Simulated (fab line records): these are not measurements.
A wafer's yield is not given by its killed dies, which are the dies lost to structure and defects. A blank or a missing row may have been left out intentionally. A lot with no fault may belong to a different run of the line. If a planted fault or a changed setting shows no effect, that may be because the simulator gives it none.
Split-lot experiment | flow n5 finfet | route with 1938 steps; 7 lots, 39 wafers read

== THE SPLIT ITSELF ==
At N5_HKMG_FIN_HK_ALD_01 (deposits HfO2, target thk 1.6 nm, pulse time 3 s, purge time 3 s), the setting ald cycles was moved away from the recipe's 30 on 15 of the 39 wafers read, by -10.0% to +10.0%. The other wafers ran this setting at the recipe's value.

== FROM THE SPLIT TO THE READING: what the file shows between them, 4 steps ==
- N5_HKMG_FIN_HK_ANNEAL_02: time 30 s
- N5_HKMG_FIN_ALD_74: deposits La2O3, target thk 0.5 nm, pulse time 6 s, co reactant pulse time 1 s
- N5_HKMG_FIN_WET_ETCH_82: etches La2O3 in dHCl, stops on HfO2, target depth 2 nm, rinse time 30 s
- N5_HKMG_FIN_ALD_36: deposits TiN, target thk 1 nm, pulse time 1 s, purge time 3 s

== THE READING ==
HK_THK, in nm, at N5_HKMG_FIN_THK_MEAS_70 (measures by xrf). Fault-free wafers of this fab line usually give 1.620 nm, standard deviation 0.016 nm.

wafer  | tool, chamber at the split | ald cycles as run | against the recipe | HK_THK, nm | against lot-mates on the recipe
L074.2 | ald hk-01, 3,1,0           | 30                | recipe             | 1.601      | -
L074.3 | ald hk-01, 3,1,0           | 30                | recipe             | 1.634      | -
L074.4 | ald hk-01, 3,1,0           | 30                | recipe             | 1.611      | -
L075.1 | ald hk-03, 2,3,1,0,3,0     | 30                | recipe             | 1.607      | -
L075.2 | ald hk-03, 2,3,1,0,3,0     | 30                | recipe             | 1.612      | -
L075.3 | ald hk-03, 2,3,1,0,3,0     | 30                | recipe             | 1.596      | -
L075.4 | ald hk-03, 2,3,1,0,3,0     | 30                | recipe             | 1.611      | -
L075.5 | ald hk-03, 2,3,1,0,3,0     | 30                | recipe             | 1.619      | -
L075.6 | ald hk-03, 2,3,1,0,3,0     | 30                | recipe             | 1.624      | -
L085.1 | ald hk-03, 1,2,0           | 28                | -6.7%              | 1.519      | -0.105
L085.2 | ald hk-03, 1,2,0           | 28                | -6.7%              | 1.535      | -0.089
L085.3 | ald hk-03, 3,0,1           | 30                | recipe             | 1.622      | -
L085.4 | ald hk-03, 3,0,1           | 30                | recipe             | 1.623      | -
L085.5 | ald hk-03, 3,0,1           | 30                | recipe             | 1.628      | -
L085.6 | ald hk-03, 1,2,0           | 28                | -6.7%              | 1.508      | -0.116
L087.1 | ald hk-01, 3,2,2           | 27                | -10.0%             | 1.463      | -0.149
L087.2 | ald hk-01, 0,1,3           | 30                | recipe             | 1.623      | -
L087.3 | ald hk-01, 0,1,3           | 30                | recipe             | 1.606      | -
L087.4 | ald hk-01, 3,2,2           | 27                | -10.0%             | 1.462      | -0.150
L087.5 | ald hk-01, 0,1,3           | 30                | recipe             | 1.608      | -
L087.6 | ald hk-01, 3,2,2           | 27                | -10.0%             | 1.447      | -0.165
L093.1 | ald hk-03, 1,0,1           | 27                | -10.0%             | 1.462      | -0.156
L093.2 | ald hk-03, 2,3,0           | 30                | recipe             | 1.633      | -
L093.3 | ald hk-03, 2,3,0           | 30                | recipe             | 1.588      | -
L093.4 | ald hk-03, 1,0,1           | 27                | -10.0%             | 1.468      | -0.150
L093.5 | ald hk-03, 2,3,0           | 30                | recipe             | 1.632      | -
L093.6 | ald hk-03, 1,0,1           | 27                | -10.0%             | 1.448      | -0.170
L096.1 | ald hk-03, 1,0,1           | 30                | recipe             | 1.617      | -
L096.2 | ald hk-03, 3,2,0           | 33                | +10.0%             | 1.778      | +0.137
L096.3 | ald hk-03, 3,2,0           | 33                | +10.0%             | 1.771      | +0.130
L096.4 | ald hk-03, 3,2,0           | 33                | +10.0%             | 1.780      | +0.139
L096.5 | ald hk-03, 1,0,1           | 30                | recipe             | 1.655      | -
L096.6 | ald hk-03, 1,0,1           | 30                | recipe             | 1.650      | -
L097.1 | ald hk-02, 2,1,3           | 27                | -10.0%             | 1.463      | -0.160
L097.2 | ald hk-02, 2,1,3           | 27                | -10.0%             | 1.467      | -0.156
L097.3 | ald hk-02, 2,1,3           | 27                | -10.0%             | 1.457      | -0.166
L097.4 | ald hk-02, 0,1,2           | 30                | recipe             | 1.619      | -
L097.5 | ald hk-02, 0,1,2           | 30                | recipe             | 1.627      | -
L097.6 | ald hk-02, 0,1,2           | 30                | recipe             | 1.622      | -
Where a row lists several chambers, the file gives one row for several wafers and doesn't say which wafer went through which chamber.

THE FIT
A straight line over all 39 wafers: HK_THK changes by +0.0158 nm for each +1% of ald cycles; r = +0.99; the points scatter about the line by 0.013 nm.
The same after taking each lot's own level away (the mean of its wafers on the recipe; 39 wafers): +0.0151 nm for each +1%; r = +0.99; scatter 0.012 nm.
On that fit, the largest move of ald cycles shifts the reading by 0.15 nm.
Measured against the standard deviation above, the lots' own levels, which go from 1.6115 to 1.6407 nm, span 1.8 times it.
So the lot-to-lot level changes the slope little: the two slopes agree.
Check: with one of the wafers moved furthest among these (+10.0%) left out of the fit, the line predicts +0.15 nm for it against its lot-mates. Against them it came out at +0.137 nm.

== ADDITIONAL SPLITS CARRIED BY THESE WAFERS ==
Other splits were also applied to these wafers ahead of the reading. Each is held against what the fit with the lots' levels taken away leaves over:
other split on the same wafers  | wafers away from the commonest value | r with HK_THK (lot level and that fit taken away)
N5_FIN_CUT_ETCH_21 time s       | 18                                   | -0.32
N5_DUMMY_GATE_EXPOSE_12 dose mj | 12                                   | -0.17

== FILE'S OWN FIT ==
HK_THK changes by +0.0153 nm for each +1% of ald cycles, r = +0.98.
